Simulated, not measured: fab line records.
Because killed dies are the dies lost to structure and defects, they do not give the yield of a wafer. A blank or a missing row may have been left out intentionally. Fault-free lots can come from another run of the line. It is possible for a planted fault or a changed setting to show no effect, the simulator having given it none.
Struck lot and sound lot, side by side | flow nandHarc | 14 steps out of a route of 1302
Sound: the wafers L312.1, L312.5, L312.6. Struck: wafers L300.4, L300.6. (L300.5 of the same lot was not struck and is left out.) The cause comes at the end.
Per side, at each step with rows, come the tool, then ch with its chambers, and then its first start. Under that, the readings that differ: sound wafers | struck wafers | difference of the means | sigmas: that difference in standard deviations of wafers without a fault.
alike: same words and numbers on both sides, and readings whose means sit less than 2 such deviations apart. not compared: any withheld reading, any reading some wafer has no value for, any bound like >300 that may hide the same value, and any number with overlapping values for which the record gives no deviation.
Wherever a step has rows on one side only, a row that says differs or no value, or a row with sigmas, the two part there. Numbers that don't overlap but have no deviation are shown without sigmas and don't part them. A reading missing from all wafers of one side parts the sides only when that side holds two or more wafers.

first, 8 steps without rows for these wafers: NHARC_P_BONDPAD_HMDS_02 (time 30 s); NHARC_P_BONDPAD_COAT_36 (time 65 s); NHARC_P_BONDPAD_COAT_03 (resist thk 600 nm); NHARC_P_BONDPAD_SOFTBAKE_04 (time 70 s); NHARC_P_BONDPAD_EBR_05; NHARC_P_BONDPAD_EXPOSE_06 (exposes mask P BPAD); NHARC_P_BONDPAD_PEB_07 (peb time 80 s); NHARC_P_BONDPAD_DEVELOP_08 (time 50 s).
NHARC_P_BONDPAD_CD_MEAS_09: the cd target is 500 nm.
  sound on cdSem-01 ch 0, day 13 16:15; struck on cdSem-03 ch 0, day 8 19:02
  alike: cdNm
NHARC_P_BONDPAD_OVL_MEAS_38:
  struck on overlay-01, day 8 19:07; sound on overlay-01, day 13 16:20
  alike: overlayXNm, overlayYNm
then, 1 step without rows for these wafers: NHARC_P_BONDPAD_HARDBAKE_10 (time 65 s).
NHARC_P_BONDPAD_DESCUM_11: chemistry O2, time 3 s.
  sound on rieDiel-08 ch 0,1, day 13 16:28; struck on rieDiel-08 ch 1,2, day 8 19:15
  alike: drypumpMotorCurrentA, oesProductAu, rfVppV, showerheadPlenumPTorr, throttleValvePct
  not compared: rfHoursCounterH
NHARC_P_BONDPAD_ETCH_37: etches the open film in N2/H2, target depth 60 nm, overetch 18 nm, time 65.91 s.
  sound on rieDiel-08 ch 1,2,3, day 13 16:34; struck on rieDiel-08 ch 0, day 8 19:20
reading        | sound          | struck    | difference | sigmas
runLengthS (s) | 87.0 87.9 87.6 | 67.5 67.6 | -20.0      | -51
  alike: drypumpMotorCurrentA, oesProductAu, rfVppV, showerheadPlenumPTorr, throttleValvePct
  not compared: rfHoursCounterH
NHARC_P_BONDPAD_ETCH_12: etches the open film in CHF3/O2, target depth 200 nm, time 100 s.
  sound: rieDiel-08 ch 0,1,2; struck: rieDiel-08 ch 1,2
  alike: drypumpMotorCurrentA, oesProductAu, rfVppV, runLengthS, showerheadPlenumPTorr, throttleValvePct
  not compared: rfHoursCounterH

== WHERE THEY PART ==
Within this record, at NHARC_P_BONDPAD_ETCH_37 only. Later steps at which nothing parts them and some readings are alike: NHARC_P_BONDPAD_ETCH_12.

WHY: the cause the simulator had injected
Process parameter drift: rieDiel-08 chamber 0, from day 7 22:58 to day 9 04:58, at NHARC_P_BONDPAD_ETCH_37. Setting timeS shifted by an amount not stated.
